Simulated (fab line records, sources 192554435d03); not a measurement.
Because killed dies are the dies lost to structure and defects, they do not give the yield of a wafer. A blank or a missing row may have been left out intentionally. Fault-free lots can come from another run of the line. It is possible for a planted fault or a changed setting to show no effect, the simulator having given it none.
Matching of chambers	flow n5 finfet	4 sister chambers for N5_BEOL_M0_SAQP_ETCH_101 on rie diel-03
The step etches SiNx in CH3F/O2, target depth 29.9 nm, time 42.7 s. 7 wafers are shown with their chamber, then 7 later ones without.

== WAFERS PAIRED WITH THEIR CHAMBERS ==
wafer	chamber	showerhead plenum p Torr (Torr)	drypump motor current A (A)
L087.5	1	2.08	6.33
L088.6	0	2.04	5.60
L090.2	2	2.13	5.73
L090.4	3	1.93	5.47
L090.6	3	1.93	5.47
L093.2	0	2.03	5.59
L093.4	2	2.13	5.72

== WAFERS WITH NO CHAMBER GIVEN ==
wafer	showerhead plenum p Torr (Torr)	drypump motor current A (A)
L093.5	1.93	5.47
L092.1	1.93	5.46
L092.2	2.13	5.70
L092.5	2.13	5.70
L097.2	1.93	5.45
L097.3	2.12	5.71
L097.5	2.03	5.60

== THE CHAMBER EACH PASSED THROUGH ==
wafer	from the rows above	in truth
L093.5	3	3
L092.1	3	3
L092.2	2	2
L092.5	2	2
L097.2	3	3
L097.3	2	2
L097.5	0	0
7 of 7 placed correctly. From these rows, 0 cannot be placed. Number placed wrongly: 0.
How it was worked out, from the rows above alone: a wafer's distance from a chamber is the root of the sum, over the readings, of the square of ((its reading less the chamber's mean) divided by the reading's scatter). If the next closest chamber is less than 2 further off than the closest, the wafer can't be placed; otherwise it belongs to the closest. Each chamber's mean is taken over the wafers shown for it. How the scatter is found: for the shown wafers, subtract from each reading the mean of its chamber, square and add these, divide the total by (wafers less chambers), then take the root.
